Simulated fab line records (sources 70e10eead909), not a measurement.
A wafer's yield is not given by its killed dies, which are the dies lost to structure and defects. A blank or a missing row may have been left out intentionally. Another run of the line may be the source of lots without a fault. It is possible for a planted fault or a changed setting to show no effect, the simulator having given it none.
Commonality check across tools + flow nandHarc + Lots sampled 12, wafers sampled 36

== WHAT PROMPTED THE OPENING ==
On 2 of the 12 lots, a flag is raised at NHARC_P_GATE_INSPECT_68 on the reading rawDefectCount. Wafers without a fault read 220, standard deviation 100.
Rule: a lot is flagged when every wafer of it that has a number lies more than 4 standard deviations from that mean, or none has a number. As for the other lots, they are considered sound.

| lot  | measured     | on               | rawDefectCount, wafer by wafer | flag    |
|------|--------------|------------------|--------------------------------|---------|
| L114 | day 6 03:17  | defectInspect-02 | 255 436 231                    |         |
| L115 | day 6 04:04  | defectInspect-01 | 203 120 225                    |         |
| L116 | day 6 19:44  | defectInspect-01 | 395 183 178                    |         |
| L120 | day 8 18:05  | defectInspect-02 | 233 196 221                    |         |
| L123 | day 9 11:38  | defectInspect-01 | 385 402 512                    |         |
| L129 | day 11 21:49 | defectInspect-02 | 247 145 237                    |         |
| L131 | day 12 17:01 | defectInspect-01 | 908 857 966                    | FLAGGED |
| L132 | day 13 08:46 | defectInspect-02 | 983 1027 1004                  | FLAGGED |
| L133 | day 13 16:59 | defectInspect-02 | 290 281 239                    |         |
| L134 | day 14 04:46 | defectInspect-01 | 242 179 242                    |         |
| L135 | day 15 03:35 | defectInspect-02 | 163 212 146                    |         |
| L137 | day 15 15:26 | defectInspect-02 | 112 144 179                    |         |
The numbers of the flagged lots are 958 on average: +738 against the usual, or +7 standard deviations.

== TOOL THAT RAN EACH LOT ==
The record holds 3 process steps before the reading, out of a route of 1302 steps. In each cell: the tool, then ch and the chambers that the sampled wafers went through, then the start.
| lot  | flag    | NHARC_P_GATE_STRIP_111              | NHARC_P_GATE_DESCUM_93            | NHARC_P_GATE_RTA_64             |
|------|---------|-------------------------------------|-----------------------------------|---------------------------------|
| L114 |         | plasmaAsher-01 ch 0,1, day 5 21:26  | rieDiel-12 ch 0,3, day 6 00:22    | rtpAnneal-01 ch 0, day 6 02:07  |
| L115 |         | plasmaAsher-02 ch 0,1, day 5 22:02  | rieDiel-12 ch 0,1, day 6 01:03    | rtpAnneal-01 ch 0, day 6 02:51  |
| L116 |         | plasmaAsher-01 ch 0,1, day 6 13:49  | rieDiel-12 ch 0,1,3, day 6 16:49  | rtpAnneal-01 ch 0, day 6 18:29  |
| L120 |         | plasmaAsher-01 ch 0,1, day 8 12:15  | rieDiel-03 ch 0,3, day 8 15:11    | rtpAnneal-02 ch 0, day 8 16:50  |
| L123 |         | plasmaAsher-02 ch 0,1, day 9 04:48  | rieDiel-03 ch 0,1,3, day 9 07:55  | rtpAnneal-02 ch 0, day 9 09:33  |
| L129 |         | plasmaAsher-01 ch 1, day 11 15:49   | rieDiel-12 ch 2,3, day 11 18:55   | rtpAnneal-01 ch 0, day 11 20:34 |
| L131 | FLAGGED | plasmaAsher-01 ch 0,1, day 12 11:07 | rieDiel-12 ch 0,2, day 12 14:03   | rtpAnneal-01 ch 0, day 12 15:44 |
| L132 | FLAGGED | plasmaAsher-01 ch 0, day 13 02:40   | rieDiel-02 ch 1,2,3, day 13 05:46 | rtpAnneal-02 ch 0, day 13 07:26 |
| L133 |         | plasmaAsher-02 ch 0,1, day 13 10:47 | rieDiel-03 ch 0,2,3, day 13 13:57 | rtpAnneal-01 ch 0, day 13 15:39 |
| L134 |         | plasmaAsher-02 ch 0,1, day 13 22:43 | rieDiel-02 ch 0,2, day 14 01:46   | rtpAnneal-01 ch 0, day 14 03:25 |
| L135 |         | plasmaAsher-02 ch 0,1, day 14 21:45 | rieDiel-03 ch 0,3, day 15 00:41   | rtpAnneal-02 ch 0, day 15 02:22 |
| L137 |         | plasmaAsher-02 ch 0,1, day 15 09:39 | rieDiel-02 ch 0,1,2, day 15 12:31 | rtpAnneal-02 ch 0, day 15 14:11 |
What the steps here do:
- NHARC_P_GATE_STRIP_111: strips in N2/H2, time 250 s.
- NHARC_P_GATE_DESCUM_93: chemistry O2, time 3 s.
- NHARC_P_GATE_RTA_64: time 1 s.
- NHARC_P_GATE_INSPECT_68

== FLAGGED AGAINST TOTAL, ONE TOOL AT A TIME (gauges that did the reading follow at the end) ==
| step                    | tool             | lots run | flagged | share of the flagged lots | sound lots run after its first flagged lot |
|-------------------------|------------------|----------|---------|---------------------------|--------------------------------------------|
| NHARC_P_GATE_STRIP_111  | plasmaAsher-01   | 6        | 2       | all                       | 0                                          |
| NHARC_P_GATE_STRIP_111  | plasmaAsher-02   | 6        | 0       | none                      | -                                          |
| NHARC_P_GATE_DESCUM_93  | rieDiel-02       | 3        | 1       | some                      | 2 (L134,L137)                              |
| NHARC_P_GATE_DESCUM_93  | rieDiel-03       | 4        | 0       | none                      | -                                          |
| NHARC_P_GATE_DESCUM_93  | rieDiel-12       | 5        | 1       | some                      | 0                                          |
| NHARC_P_GATE_RTA_64     | rtpAnneal-01     | 7        | 1       | some                      | 2 (L133,L134)                              |
| NHARC_P_GATE_RTA_64     | rtpAnneal-02     | 5        | 1       | some                      | 2 (L135,L137)                              |
| NHARC_P_GATE_INSPECT_68 | defectInspect-01 | 5        | 1       | some                      | 1 (L134)                                   |
| NHARC_P_GATE_INSPECT_68 | defectInspect-02 | 7        | 1       | some                      | 3 (L133,L135,L137)                         |

== WHAT THE TABLE ALLOWS ==
Rows of the table that ran each flagged lot: 1, that is plasmaAsher-01 at NHARC_P_GATE_STRIP_111.
- plasmaAsher-01 at NHARC_P_GATE_STRIP_111: 2 of its 6 lots flagged. It ran its last sound lot, L129, at day 11 15:49 and its first flagged lot, L131, at day 12 11:07: a fault with its onset between the two fits.
What remains is a single tool, plasmaAsher-01 at NHARC_P_GATE_STRIP_111.

== WHAT THE SIMULATOR HAD PUT IN ==
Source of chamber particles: plasmaAsher-01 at NHARC_P_GATE_STRIP_111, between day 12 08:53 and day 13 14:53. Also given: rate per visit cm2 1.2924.
Lots struck among those shown: L131, L132. The same result came from the rule above.
